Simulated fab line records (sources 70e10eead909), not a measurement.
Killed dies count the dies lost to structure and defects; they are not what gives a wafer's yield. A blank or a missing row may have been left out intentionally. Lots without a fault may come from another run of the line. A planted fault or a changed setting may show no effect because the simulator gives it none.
Chamber matching -- flow nand_harc -- NHARC_P_CONTACT_ALD_22 on ald_metal-03 has 4 sister chambers
The step deposits TiN, target thk 3 nm, pulse time 1 s, ald cycles 150. 8 wafers are shown with their chamber, then 8 later ones without.

WAFERS WITH THEIR CHAMBER
wafer,chamber,heater_power_w (W),precursor_pulse_height_rel
L075.2,3,1029,0.994
L079.6,2,975,1.001
L084.1,3,1061,0.970
L084.2,1,1024,0.982
L084.3,2,947,0.995
L087.2,1,1012,1.045
L087.6,0,1325,1.004
L090.1,0,1372,1.007

WAFERS WITHOUT THEIR CHAMBER
wafer,heater_power_w (W),precursor_pulse_height_rel
L090.5,959,0.989
L090.6,1017,0.981
L093.2,943,1.001
L093.3,1039,1.011
L093.6,954,1.001
L097.1,1021,1.037
L097.2,1355,1.016
L097.3,946,0.969

CHAMBER TAKEN BY EACH
wafer,from the rows above,in truth
L090.5,2,2
L090.6,can't be placed: 3 or 1 or 2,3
L093.2,2,2
L093.3,can't be placed: 1 or 3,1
L093.6,2,2
L097.1,can't be placed: 1 or 3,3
L097.2,0,0
L097.3,2,2
5 of 8 placed correctly. From these rows, 3 cannot be placed; in 3 the true chamber is one of the candidates. Placed wrongly: 0.
How it was worked out, from the rows above alone: a wafer's distance from a chamber is the root of the sum, over the readings, of the square of ((its reading less the chamber's mean) divided by the reading's scatter). If the next closest chamber is less than 2 further off than the closest, the wafer can't be placed; otherwise it belongs to the closest. A chamber's mean is the mean of its shown wafers. The scatter is the square root of a quotient: the sum, over the shown wafers, of each reading's squared deviation from its chamber's mean, divided by wafers minus chambers.
